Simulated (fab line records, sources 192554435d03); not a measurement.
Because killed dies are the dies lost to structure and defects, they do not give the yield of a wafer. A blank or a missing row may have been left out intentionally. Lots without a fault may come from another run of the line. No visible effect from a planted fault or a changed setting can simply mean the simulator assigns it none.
Chamber matching	flow n5-finfet	N5_MOL_CONTACT_COAG_ALD_131 on ald-sin-02 has 4 sister chambers
The step deposits SiO2, target thk 5 nm, pulse time 1 s, co reactant pulse time 1 s. 24 wafers are shown with their chamber, then 12 later ones without.

## EACH WAFER AND ITS CHAMBER
wafer	chamber	heater-power-w (W)	precursor-pulse-height-rel
L074.1	0	81	1.023
L074.2	1	72	0.996
L074.3	2	80	1.000
L074.4	3	83	0.983
L074.5	3	83	0.982
L074.6	0	85	0.962
L077.1	3	84	0.997
L077.4	0	84	0.985
L077.6	1	70	1.008
L078.1	2	82	0.975
L078.3	0	85	1.013
L078.6	0	82	1.012
L080.3	1	69	0.971
L080.4	0	82	1.007
L080.5	1	69	0.972
L088.1	2	80	1.026
L088.2	0	83	0.996
L088.5	2	79	0.995
L087.1	0	83	1.071
L087.2	3	83	0.992
L087.3	1	71	1.009
L087.4	2	82	1.004
L087.5	3	82	0.966
L087.6	2	79	1.030

SIGNATURES (means of the wafers above)
reading	chamber 0	chamber 1	chamber 2	chamber 3	scatter within a chamber
heater-power-w	83.12	70.20	80.33	83.00	1.28
precursor-pulse-height-rel	1.00862	0.99120	1.00500	0.98400	0.0235
Rule: a wafer lies at a distance from a chamber equal to the root of the sum of squares, over the readings, of (its reading less the chamber's mean, divided by the reading's scatter). If the next closest chamber is less than 2 further off than the closest, the wafer can't be placed; otherwise it belongs to the closest. The scatter is the square root of a quotient: the sum, over the shown wafers, of each reading's squared deviation from its chamber's mean, divided by wafers minus chambers.

## WAFERS MISSING THEIR CHAMBER
wafer	heater-power-w (W)	precursor-pulse-height-rel
L089.1	82	1.030
L089.2	82	0.970
L089.3	85	1.023
L089.4	71	1.001
L089.5	82	0.970
L089.6	82	0.997
L091.1	84	0.991
L091.3	71	0.983
L091.6	85	0.988
L093.3	85	0.992
L093.4	70	1.021
L093.5	79	0.974

## WHICH CHAMBER EACH WENT THROUGH
wafer	from the rows above	in truth
L089.1	can't be placed: 0 or 2 or 3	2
L089.2	can't be placed: 3 or 0 or 2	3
L089.3	can't be placed: 0 or 3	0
L089.4	1	1
L089.5	can't be placed: 3 or 0 or 2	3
L089.6	can't be placed: 3 or 0 or 2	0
L091.1	can't be placed: 3 or 0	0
L091.3	1	1
L091.6	can't be placed: 3 or 0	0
L093.3	can't be placed: 3 or 0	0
L093.4	1	1
L093.5	can't be placed: 2 or 3 or 0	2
Correctly placed: 3 of 12. From these rows, 9 cannot be placed; in 9 the true chamber is one of the candidates. Wrongly placed: 0.
